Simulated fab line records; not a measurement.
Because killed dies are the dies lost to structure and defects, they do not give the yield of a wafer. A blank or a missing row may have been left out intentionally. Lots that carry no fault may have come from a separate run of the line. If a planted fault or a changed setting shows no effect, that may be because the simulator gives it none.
Which tool did it? | flow n5_finfet | 20 lots, 60 wafers sampled, at 1 step of a route of 1938

## WHAT THE GAUGES READ, wafer by wafer
N5_BEOL_M2_INSPECT_30: inspects for defects (brightfield).
lot  | measured     | on                | raw_defect_count
L075 | day 6 23:14  | defect_inspect-01 | 267 292 408
L074 | day 6 23:28  | defect_inspect-02 | 410 404 405
L077 | day 7 11:06  | defect_inspect-02 | 535 423 494
L076 | day 7 14:11  | defect_inspect-02 | 317 418 525
L078 | day 7 14:34  | defect_inspect-01 | 339 320 248
L079 | day 7 14:50  | defect_inspect-02 | 453 408 411
L082 | day 8 17:02  | defect_inspect-02 | 474 482 452
L081 | day 8 17:32  | defect_inspect-01 | 473 426 380
L083 | day 8 20:41  | defect_inspect-01 | 275 443 437
L085 | day 9 11:26  | defect_inspect-01 | 335 346 331
L084 | day 10 02:28 | defect_inspect-01 | 319 373 388
L087 | day 10 09:05 | defect_inspect-01 | 281 325 240
L086 | day 10 19:04 | defect_inspect-02 | 540 394 366
L089 | day 10 21:40 | defect_inspect-02 | 329 303 402
L090 | day 10 21:50 | defect_inspect-01 | 329 356 455
L091 | day 10 23:49 | defect_inspect-01 | 300 238 308
L092 | day 11 03:45 | defect_inspect-01 | 447 288 378
L093 | day 11 07:16 | defect_inspect-01 | 669 518 307
L095 | day 11 20:19 | defect_inspect-01 | 510 471 317
L097 | day 12 04:42 | defect_inspect-02 | 314 428 392

## TOOL THAT RAN EACH LOT (tool first, then ch and the chambers of the sampled wafers, then the start)
Before these readings, the record contains no process step.

## AS READ BY THE TOOLS THEMSELVES (means over the sampled wafers that have a number; for cases with no such wafer, the mark the record gives instead)
The record holds no such reading with a usual standard deviation.

## THE ANSWER, worked out from the rows above alone
Rule: what is usual is taken from the lots themselves. The widest of any qualifying gaps counts: lots, ordered by their means at a reading, are off when they make up no more than a third of the lots, leave a main group of 4 or more, and stand apart from it by 3 or more times the standard deviation of that group's means. If all means in a main group match to the digits the tables above print for the reading, that group is not used. Also off: a lot with no number at a reading for which 4 or more lots have one. Where the step has rows for the other lots, those lots are counted as sound. After the gauges, taken in route order, come the tools' own readings; for these a lot's mean is taken, as printed above. The first step at which some lot is off is used, and at that step the reading that is off furthest; a lot without a number counts as furthest.
Across all readings shown, no lot is off: no conclusion can be drawn from this.

## WHAT HAD BEEN PUT IN BY THE SIMULATOR
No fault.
